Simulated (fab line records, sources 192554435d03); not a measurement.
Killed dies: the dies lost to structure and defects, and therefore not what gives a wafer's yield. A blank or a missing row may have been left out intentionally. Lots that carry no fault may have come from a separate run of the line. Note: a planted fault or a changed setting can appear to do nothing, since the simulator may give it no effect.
Split-lot study	flow n5Finfet	21 wafers read from 7 lots, route of 1938 steps

## SPLIT DETAILS
At N5_BEOL_M6_COAT_60 (time 60 s, resist thk 35 nm), the setting spinRpm was moved away from the recipe's 1500 rpm on 6 of the 21 wafers read, by -9.3% to -2.9%. The other wafers ran this setting at the recipe's value.

## FROM THE SPLIT TO THE READING: what the file shows between them, 3 steps
- N5_BEOL_M6_COAT_05: resist thk 90 nm
- N5_BEOL_M6_EBR_07
- N5_BEOL_M6_DESCUM_16: chemistry O2, time 7.9 s

## THE READING
CAR-ArF_of_BEOL_M6_COAT_05.thkNm (the simulator's own value, which no gauge read), in nm, at N5_BEOL_M6_ETCH_61 (etches SiARC in CF4, target depth 45.5 nm, time 75.8 s). There is no usual value for it anywhere in the file. Across the 15 wafers here that went through the recipe, the average is 50.8 nm and the standard deviation 0.27 nm.

wafer	tool, chamber at the split	spinRpm as run, rpm	against the recipe	CAR-ArF_of_BEOL_M6_COAT_05.thkNm, nm	against lot-mates on the recipe
L080.1	lithoTrack-01, 0	1500	recipe	50.8	-
L080.3	lithoTrack-01, 0	1500	recipe	50.8	-
L080.6	lithoTrack-01, 0	1500	recipe	51.2	-
L084.1	lithoTrack-01, 0	1451	-3.3%	50	no lot-mate on the recipe
L084.3	lithoTrack-01, 0	1451	-3.3%	49.8	no lot-mate on the recipe
L084.6	lithoTrack-01, 0	1451	-3.3%	50	no lot-mate on the recipe
L083.2	lithoTrack-03, 0	1500	recipe	51	-
L083.4	lithoTrack-03, 0	1500	recipe	50.8	-
L083.6	lithoTrack-03, 0	1500	recipe	51	-
L086.1	lithoTrack-03, 0	1500	recipe	50.6	-
L086.4	lithoTrack-03, 0	1500	recipe	51	-
L086.6	lithoTrack-03, 0	1500	recipe	50.6	-
L090.1	lithoTrack-01, 0	1457	-2.9%	50.2	-0.4
L090.3	lithoTrack-01, 0	1500	recipe	50.4	-
L090.5	lithoTrack-01, 0	1500	recipe	50.8	-
L093.2	lithoTrack-02, 0	1500	recipe	51.4	-
L093.3	lithoTrack-02, 0	1360	-9.3%	49.4	-2.0
L093.5	lithoTrack-02, 0	1360	-9.3%	49.4	-2.0
L097.2	lithoTrack-03, 0	1500	recipe	50.8	-
L097.3	lithoTrack-03, 0	1500	recipe	50.4	-
L097.5	lithoTrack-03, 0	1500	recipe	51	-

FIT RESULTS
A straight line over all 21 wafers: CAR-ArF_of_BEOL_M6_COAT_05.thkNm changes by +0.169 nm for each +1% of spinRpm; r = +0.87; the points scatter about the line by 0.28 nm.
The same after taking each lot's own level away (the mean of its wafers on the recipe; 18 wafers): +0.212 nm for each +1%; r = +0.96; scatter 0.19 nm.
The reading moves by 2 nm for the largest change in spinRpm, on that fit.
The span of the lots' own levels, 50.60 to 51.40 nm, comes to 3.0 times the standard deviation stated above.
So the slope is not independent of the lot-to-lot level: the two fits are not the same.
Check: with one of the wafers moved furthest among these (-9.3%) left out of the fit, the line predicts -1.94 nm for it against its lot-mates. It came out at -2 nm against them.

## ADDITIONAL SPLITS CARRIED BY THESE WAFERS
Note: prior to the reading, these wafers also went through further splits. Each is held against what the fit with the lots' levels taken away leaves over:
other split on the same wafers	wafers away from the commonest value	r with CAR-ArF_of_BEOL_M6_COAT_05.thkNm (lot level and that fit taken away)
N5_BEOL_M5_HM_DEP_02 targetThkA	7	-0.10
N5_BEOL_M5_ETCH_41 sourceW	9	+0.10

## THE WHOLE CHAIN: every reading that the file lists as answering this split, in the file's order
step	what it does	reading	change (the file's fit)	r (the file's)
N5_BEOL_M6_COAT_60	time 60 s, resist thk 35 nm	SiARC_of_BEOL_M6_COAT_60.thkNm (the simulator's own value, which no gauge read)	-0.181 nm for each +1% of the setting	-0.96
N5_BEOL_M6_ETCH_61	etches SiARC in CF4, target depth 45.5 nm, time 75.8 s	etch.depthNm (the simulator's own value, which no gauge read)	-0.193 nm for each +1% of the setting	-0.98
N5_BEOL_M6_ETCH_61	etches SiARC in CF4, target depth 45.5 nm, time 75.8 s	CAR-ArF_of_BEOL_M6_COAT_05.thkNm (the simulator's own value, which no gauge read)	+0.208 nm for each +1% of the setting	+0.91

## FILE'S OWN FIT
CAR-ArF_of_BEOL_M6_COAT_05.thkNm changes by +0.208 nm for each +1% of spinRpm, r = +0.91.
